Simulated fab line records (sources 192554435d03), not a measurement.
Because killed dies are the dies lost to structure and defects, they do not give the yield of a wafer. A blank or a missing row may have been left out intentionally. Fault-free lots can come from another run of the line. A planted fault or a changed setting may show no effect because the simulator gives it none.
Problem report in the 8D (eight disciplines) form, filled by code	flow n5-finfet	the parts of the form that need people (team, actions taken, sign-off) are left out

== 1. WHAT WENT WRONG ==
REXT_N at N5_BEOL_M4_RC_MEAS_101 reads a mean of 67.1 ohm.um on 3 wafers of 2 lots; wafers without a fault read 75.2 ohm.um with a standard deviation of 1.3. That puts it -6.2 standard deviations away from the usual mean.
Earliest sighting: wafer L344.1 on prober-01 at day 10 09:34. The record has a number at this step for 30 wafers belonging to 10 lots. Rule for "out" (also "out of limits"): further than 4 standard deviations from the usual mean. All remaining wafers that have a number are taken as sound.

== 2. WHAT IT IS AND WHAT IT IS NOT ==
question	is	is not
which readings at this step	REXT_N, IOFF_P	-
which lots	L344, L346	L336, L337, L338, L339, L340, L342, L356, L359
which wafers of those lots	L344.1, L344.3, L346.3	L344.5, L346.2, L346.5
read on which gauges	prober-01	prober-02
when	from day 10 09:34	up to then (19 sound wafers); but 8 sound wafers of L346, L356, L359 came after

== 3. WHAT RULES OUT EACH SUSPECT ==
Counting: any tool at a process step up to the reading remains a suspect provided it ran every lot that is out. Sound lots after the first of them don't rule it out here, since some wafers of a struck lot are sound.
- the gauge at N5_BEOL_M4_RC_MEAS_101: kept. All the wafers that are out were read on prober-01, and no step on other tools shows them out.
- ald-sin-04 at N5_SPACER0_ALD_08 (deposits SiNx, target thk 2 nm): kept. It ran every lot that is out, first L344 (day 5 00:07); its last sound lot up to then is L342 (day 4 12:46).
What counting leaves: ald-sin-04 at N5_SPACER0_ALD_08 and prober-01 at N5_BEOL_M4_RC_MEAS_101.

== 4. THE CAUSE (what the simulator had put in) ==
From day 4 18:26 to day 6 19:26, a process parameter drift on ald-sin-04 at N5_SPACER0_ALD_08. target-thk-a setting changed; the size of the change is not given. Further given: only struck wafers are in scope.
Counting left 2 suspects, and this tool is among them.

== 5. THE EFFECT CHAIN, in route order ==
Rows list readings where the struck wafers' mean (over those with a number) sits beyond 3 standard deviations from the usual. Only readings whose record carries a usual standard deviation are examined. hours: median over the lots of the time between each lot's start at the first step of this table that gives one and its start at this step. sigmas: the change, counted in usual standard deviations.
hours	step	reading	usual	on struck wafers	change	sigmas
0	N5_BEOL_M4_RC_MEAS_101	DIBL_N	35.7 mV/V	41.5	+5.8	+3.8
0	N5_BEOL_M4_RC_MEAS_101	IOFF_N	0.155 nA/um	0.240	+0.085	+3.3
0	N5_BEOL_M4_RC_MEAS_101	IOFF_N_85C	3.0 nA/um	4.4	+1.4	+3.3
0	N5_BEOL_M4_RC_MEAS_101	IOFF_N_LIN	0.072 nA/um	0.102	+0.030	+3.0
0	N5_BEOL_M4_RC_MEAS_101	IOFF_P	0.20 nA/um	0.34	+0.14	+4.4
0	N5_BEOL_M4_RC_MEAS_101	IOFF_P_85C	3.5 nA/um	5.4	+1.9	+4.1
0	N5_BEOL_M4_RC_MEAS_101	IOFF_P_LIN	0.096 nA/um	0.145	+0.049	+4.1
0	N5_BEOL_M4_RC_MEAS_101	ION_P	462 uA/um	488	+26	+3.6
0	N5_BEOL_M4_RC_MEAS_101	REXT_N	75.2 ohm.um	67.1	-8.1	-6.2
0	N5_BEOL_M4_RC_MEAS_101	REXT_P	100.8 ohm.um	91.9	-8.9	-4.1
Later measuring or inspecting steps at which every struck wafer that the step has a row for has a number for every such reading, and none has moved that far: N5_BEOL_M5_THK_MEAS_01.

== 6. WHAT WOULD HAVE CAUGHT IT SOONER ==
In this record the first reading out of limits at a measuring or inspecting step was taken at day 10 09:34, 135 hours after the fault began at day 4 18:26.
No tool reading at N5_SPACER0_ALD_08 that has a usual standard deviation in the record was out on any struck wafer, so an alarm limit of 4 standard deviations on those readings would not have fired.
Lots out: 2; all had begun N5_SPACER0_ALD_08 on ald-sin-04 by day 10 09:34. Had the tool been put on hold then, not one of them would have been saved.
